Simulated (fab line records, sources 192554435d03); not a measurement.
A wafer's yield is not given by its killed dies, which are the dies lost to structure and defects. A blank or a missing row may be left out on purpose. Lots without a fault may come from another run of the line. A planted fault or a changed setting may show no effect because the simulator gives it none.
Split-lot study :: flow n5-finfet :: on a route of 1938 steps: 7 lots, 21 wafers read

ABOUT THE SPLIT
At N5_SD_EPI_P_EXPOSE_06 (exposes mask SD P BLK, target cd 240 nm), the setting dose-mj was moved away from the recipe's 39.5 on 8 of the 21 wafers read, by -5.7% to +3.4%. For the rest of the wafers, this setting stayed at what the recipe calls for.

FROM THE SPLIT TO THE READING: what the file shows between them, 2 steps
- N5_SD_EPI_P_PEB_07: peb time 60 s
- N5_SD_EPI_P_DEVELOP_08: develop time 30 s

THE READING
cd-nm (nm) at N5_SD_EPI_P_CD_MEAS_09, where the cd target is 240 nm. Fault-free wafers of this fab line usually give 239.9 nm, standard deviation 0.81 nm.

wafer: L074.1
tool, chamber at the split: arfi-scanner-03, 0
dose-mj as run: 38.01
against the recipe: -3.8%
cd-nm, nm: 237.0
against lot-mates on the recipe: -2.6

wafer: L074.3
tool, chamber at the split: arfi-scanner-03, 0
dose-mj as run: 39.5
against the recipe: recipe
cd-nm, nm: 239.7
against lot-mates on the recipe: -

wafer: L074.6
tool, chamber at the split: arfi-scanner-03, 0
dose-mj as run: 39.5
against the recipe: recipe
cd-nm, nm: 239.5
against lot-mates on the recipe: -

wafer: L075.1
tool, chamber at the split: arfi-scanner-02, 0
dose-mj as run: 39.5
against the recipe: recipe
cd-nm, nm: 239.9
against lot-mates on the recipe: -

wafer: L075.2
tool, chamber at the split: arfi-scanner-02, 0
dose-mj as run: 39.5
against the recipe: recipe
cd-nm, nm: 239.4
against lot-mates on the recipe: -

wafer: L075.5
tool, chamber at the split: arfi-scanner-02, 0
dose-mj as run: 39.5
against the recipe: recipe
cd-nm, nm: 240.6
against lot-mates on the recipe: -

wafer: L077.1
tool, chamber at the split: arfi-scanner-03, 0
dose-mj as run: 39.5
against the recipe: recipe
cd-nm, nm: 239.9
against lot-mates on the recipe: -

wafer: L077.3
tool, chamber at the split: arfi-scanner-03, 0
dose-mj as run: 39.5
against the recipe: recipe
cd-nm, nm: 240.0
against lot-mates on the recipe: -

wafer: L077.6
tool, chamber at the split: arfi-scanner-03, 0
dose-mj as run: 39.5
against the recipe: recipe
cd-nm, nm: 240.4
against lot-mates on the recipe: -

wafer: L083.2
tool, chamber at the split: arfi-scanner-03, 0
dose-mj as run: 37.23
against the recipe: -5.7%
cd-nm, nm: 234.3
against lot-mates on the recipe: -4.4

wafer: L083.5
tool, chamber at the split: arfi-scanner-03, 0
dose-mj as run: 39.5
against the recipe: recipe
cd-nm, nm: 238.7
against lot-mates on the recipe: -

wafer: L083.6
tool, chamber at the split: arfi-scanner-03, 0
dose-mj as run: 37.23
against the recipe: -5.7%
cd-nm, nm: 234.0
against lot-mates on the recipe: -4.7

wafer: L088.1
tool, chamber at the split: arfi-scanner-02, 0
dose-mj as run: 40.84
against the recipe: +3.4%
cd-nm, nm: 242.5
against lot-mates on the recipe: +1.8

wafer: L088.4
tool, chamber at the split: arfi-scanner-02, 0
dose-mj as run: 40.84
against the recipe: +3.4%
cd-nm, nm: 242.8
against lot-mates on the recipe: +2.1

wafer: L088.5
tool, chamber at the split: arfi-scanner-02, 0
dose-mj as run: 39.5
against the recipe: recipe
cd-nm, nm: 240.7
against lot-mates on the recipe: -

wafer: L090.3
tool, chamber at the split: arfi-scanner-02, 0
dose-mj as run: 39.5
against the recipe: recipe
cd-nm, nm: 240.3
against lot-mates on the recipe: -

wafer: L090.5
tool, chamber at the split: arfi-scanner-02, 0
dose-mj as run: 38.6
against the recipe: -2.3%
cd-nm, nm: 239.2
against lot-mates on the recipe: -1.2

wafer: L090.6
tool, chamber at the split: arfi-scanner-02, 0
dose-mj as run: 39.5
against the recipe: recipe
cd-nm, nm: 240.6
against lot-mates on the recipe: -

wafer: L093.1
tool, chamber at the split: arfi-scanner-02, 0
dose-mj as run: 39.5
against the recipe: recipe
cd-nm, nm: 240.2
against lot-mates on the recipe: -

wafer: L093.4
tool, chamber at the split: arfi-scanner-02, 0
dose-mj as run: 38.42
against the recipe: -2.7%
cd-nm, nm: 238.1
against lot-mates on the recipe: -2.1

wafer: L093.5
tool, chamber at the split: arfi-scanner-02, 0
dose-mj as run: 38.42
against the recipe: -2.7%
cd-nm, nm: 237.5
against lot-mates on the recipe: -2.7

FIT RESULTS
A straight line over all 21 wafers: cd-nm changes by +0.893 nm for each +1% of dose-mj; r = +0.96; the points scatter about the line by 0.62 nm.
The same after taking each lot's own level away (the mean of its wafers on the recipe; 21 wafers): +0.727 nm for each +1%; r = +0.98; scatter 0.35 nm.
That fit puts the effect of the largest move of dose-mj on the reading at 4.2 nm.
The span of the lots' own levels, 238.70 to 240.70 nm, comes to 2.5 times the standard deviation stated above.
So the slope is not independent of the lot-to-lot level: the two fits are not the same.
Check: for one of the wafers moved furthest among these (-5.7%), held out of the fit, the line's prediction against its lot-mates is -4.23 nm. It came out at -4.4 nm against them.

OTHER SPLITS APPLIED TO THESE WAFERS
Note: prior to the reading, these wafers also went through further splits. Each is held against what the fit with the lots' levels taken away leaves over:
other split on the same wafers: N5_DUMMY_GATE_EXPOSE_12 dose-mj
wafers away from the commonest value: 7
r with cd-nm (lot level and that fit taken away): -0.14

other split on the same wafers: N5_SD_EPI_N_EPI_21 epi-growth-time-s
wafers away from the commonest value: 3
r with cd-nm (lot level and that fit taken away): +0.09

THE WHOLE CHAIN: every reading that the file lists as answering this split, in the file's order
step: N5_SD_EPI_P_CD_MEAS_09
what it does: target cd 240 nm
reading: cd-nm
change (the file's fit): +0.733 nm for each +1% of the setting
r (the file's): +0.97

step: N5_SD_EPI_P_DESCUM_14
what it does: chemistry O2, time 7.9 s
reading: SD_EPI_P.cd-nm (the simulator's own value, which no gauge read)
change (the file's fit): +0.723 nm for each +1% of the setting
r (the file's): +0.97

step: N5_SD_EPI_P_ETCH_36
what it does: etches SiARC in CF4, target depth 45.5 nm, time 75.8 s
reading: SD_EPI_P.cd-nm (the simulator's own value, which no gauge read)
change (the file's fit): +0.738 nm for each +1% of the setting
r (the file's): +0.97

FILE'S OWN FIT
cd-nm changes by +0.733 nm for each +1% of dose-mj, r = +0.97.
